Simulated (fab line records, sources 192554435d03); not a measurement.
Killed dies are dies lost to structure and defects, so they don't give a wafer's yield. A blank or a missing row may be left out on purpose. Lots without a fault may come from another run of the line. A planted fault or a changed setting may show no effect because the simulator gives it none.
One fault seen from 2 desks | flow n5_finfet | each desk has only its own numbers; what lay behind them comes last

THE METROLOGY DESK
What the gauges read, lot by lot, whatever tool the lot ran on: means of the sampled wafers that have a number. A lot is out of limits, marked OUT, if its mean lies more than 4 standard deviations from the usual mean; the brackets give that distance. Of its 19 readings 7 are shown: the one that was out of limits first, and those that lie furthest out on some lot.
Columns: A = EOT_N at N5_BEOL_M4_RC_MEAS_101, usual 10.52; B = EOT_P at N5_BEOL_M4_RC_MEAS_101, usual 10.47; C = IOFF_N_LIN at N5_BEOL_M4_RC_MEAS_101, usual 0.076 nA/um; D = IOFF_P at N5_BEOL_M4_RC_MEAS_101, usual 0.21 nA/um; E = IOFF_P_85C at N5_BEOL_M4_RC_MEAS_101, usual 3.7 nA/um; F = IOFF_P_LIN at N5_BEOL_M4_RC_MEAS_101, usual 0.101 nA/um; G = ION_N at N5_BEOL_M4_RC_MEAS_101, usual 675 uA/um
lot  | first seen here | A               | B               | C                | D               | E              | F                | G
L397 | day 7 15:28     | 10.56           | 10.58           | 0.071            | 0.19            | 3.4            | 0.092            | 676
L399 | day 8 07:23     | 10.45           | 10.54           | 0.068            | 0.22            | 3.7            | 0.102            | 673
L401 | day 8 14:43     | 12.85 (+26) OUT | 12.65 (+23) OUT | 0.139 (+5.2) OUT | 0.41 (+5.4) OUT | 6.2 (+4.9) OUT | 0.194 (+6.6) OUT | 650
L405 | day 9 15:35     | 13.48 (+33) OUT | 13.44 (+32) OUT | 0.141 (+5.4) OUT | 0.40 (+5.0) OUT | 6.1 (+4.7) OUT | 0.191 (+6.5) OUT | 622 (-4.8) OUT
L409 | day 10 15:11    | 10.56           | 10.48           | 0.084            | 0.25            | 4.2            | 0.116            | 681
L416 | day 12 03:55    | 10.54           | 10.47           | 0.072            | 0.23            | 4.0            | 0.111            | 669
L417 | day 13 00:05    | 10.59           | 10.46           | 0.070            | 0.18            | 3.2            | 0.088            | 677
L418 | day 13 03:38    | 10.54           | 10.40           | 0.103            | 0.24            | 4.1            | 0.107            | 700
L420 | day 13 10:06    | 10.63           | 10.48           | 0.075            | 0.20            | 3.4            | 0.093            | 675
L419 | day 13 10:11    | 10.51           | 10.64           | 0.071            | 0.18            | 3.3            | 0.088            | 671
This desk's finding: out of limits on L401, L405; first on L401, day 8 14:43 (EOT_N at N5_BEOL_M4_RC_MEAS_101). In limits: L397, L399, L409, L416, L417, L418, L420, L419.

THE TOOL OWNER'S DESK: remote_plasma-02
The tool's own readings at N5_DUMMY_REMOVAL_PRECLEAN_08 (cleans in NF3:NH3, afs cycles 2, time 20 s, sublimation time 60 s): means of the sampled wafers that have a number, for each lot that ran on this tool. A lot is out of limits, marked OUT, if its mean lies more than 4 standard deviations from the usual mean; the brackets give that distance.
Columns: A = temp_c at N5_DUMMY_REMOVAL_PRECLEAN_08, usual 30.03 C
lot  | first seen here | A
L397 | day 3 20:42     | 29.97
L401 | day 4 21:10     | 30.16
L405 | day 5 23:32     | 29.99
L420 | day 9 18:02     | 29.97
This desk's finding: nothing out of limits on any of the 4 lots.

PUT TOGETHER
The metrology desk could have raised an alarm at day 8 14:43, on L401, L405.
The tool owner's desk saw nothing out of limits.
The tool owner's desk has L401, L405 on record, within its limits.
Of the lots named, all ran N5_DUMMY_REMOVAL_PRECLEAN_08 on remote_plasma-02.

WHAT THE SIMULATOR HAD PUT IN
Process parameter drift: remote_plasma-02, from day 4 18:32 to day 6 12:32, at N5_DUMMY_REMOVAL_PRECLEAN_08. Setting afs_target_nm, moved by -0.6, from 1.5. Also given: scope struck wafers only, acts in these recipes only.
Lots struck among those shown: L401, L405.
Hours from the fault's start to each desk's first reading out of limits: the metrology desk, 92.
